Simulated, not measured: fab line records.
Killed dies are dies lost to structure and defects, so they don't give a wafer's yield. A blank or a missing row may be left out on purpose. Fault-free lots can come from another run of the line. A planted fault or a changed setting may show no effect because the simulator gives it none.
The same fault as seen by 2 desks    flow n5 finfet    only its own numbers are on each desk; what lay behind them is given at the end

DESK OF THE TOOL OWNER: rie diel-02
The tool's own readings at N5_BEOL_M1_ETCH_77 (etches underlayer in N2/H2, target depth 6.5 nm, time 5.2 s): means of the sampled wafers that have a number, for each lot that ran on this tool. The brackets show how far a lot's mean lies from the usual mean; more than 4 standard deviations puts the lot out of limits, marked OUT.
Columns: A = drypump motor current A at N5_BEOL_M1_ETCH_77, usual 5.8 A; B = etch rf on time s at N5_BEOL_M1_ETCH_77, usual 5.23 s; C = oes product au at N5_BEOL_M1_ETCH_77, usual 0.64 a.u.; D = rf vpp V at N5_BEOL_M1_ETCH_77, usual 525 V; E = showerhead plenum p Torr at N5_BEOL_M1_ETCH_77, usual 2.58 Torr; F = throttle valve pct at N5_BEOL_M1_ETCH_77, usual 18.02 %
lot   first seen here  A    B     C     D    E     F
L329  day 6 03:51      6.0  5.17  0.62  522  2.49  17.92
L330  day 6 10:12      6.0  5.20  0.61  522  2.49  17.90
L333  day 6 20:49      6.0  5.15  0.62  521  2.49  17.91
L336  day 7 21:13      6.0  5.20  0.63  522  2.50  17.97
L339  day 8 18:33      5.7  5.18  0.63  525  2.57  17.97
L340  day 8 23:06      5.4  5.23  0.63  527  2.64  17.94
L346  day 10 09:56     5.6  5.29  0.62  523  2.57  18.00
This desk found nothing out of limits on any of the 7 lots.

METROLOGY DESK
Lot by lot, what the gauges showed, no matter which tool ran the lot: averages of those sampled wafers that carry a number. The brackets show how far a lot's mean lies from the usual mean; more than 4 standard deviations puts the lot out of limits, marked OUT.
Columns: A = PAD_OVL at N5_PASSIVATION_OVL_MEAS_63, usual 1 nm
lot   first seen here  A
L329  day 12 14:01     -1
L330  day 12 14:22     0
L333  day 12 18:46     -0
L334  day 13 05:56     -5
L338  day 14 04:06     3
L336  day 14 05:58     -5
L339  day 14 22:55     7
L340  day 15 05:33     0
L346  day 17 00:24     1
L348  day 17 09:10     -8
This desk found nothing out of limits on any of the 10 lots.

ALL TOGETHER
Nothing out of limits was seen by the tool owner's desk.
Metrology desk: nothing out of limits seen.

WHAT HAD BEEN PUT IN BY THE SIMULATOR
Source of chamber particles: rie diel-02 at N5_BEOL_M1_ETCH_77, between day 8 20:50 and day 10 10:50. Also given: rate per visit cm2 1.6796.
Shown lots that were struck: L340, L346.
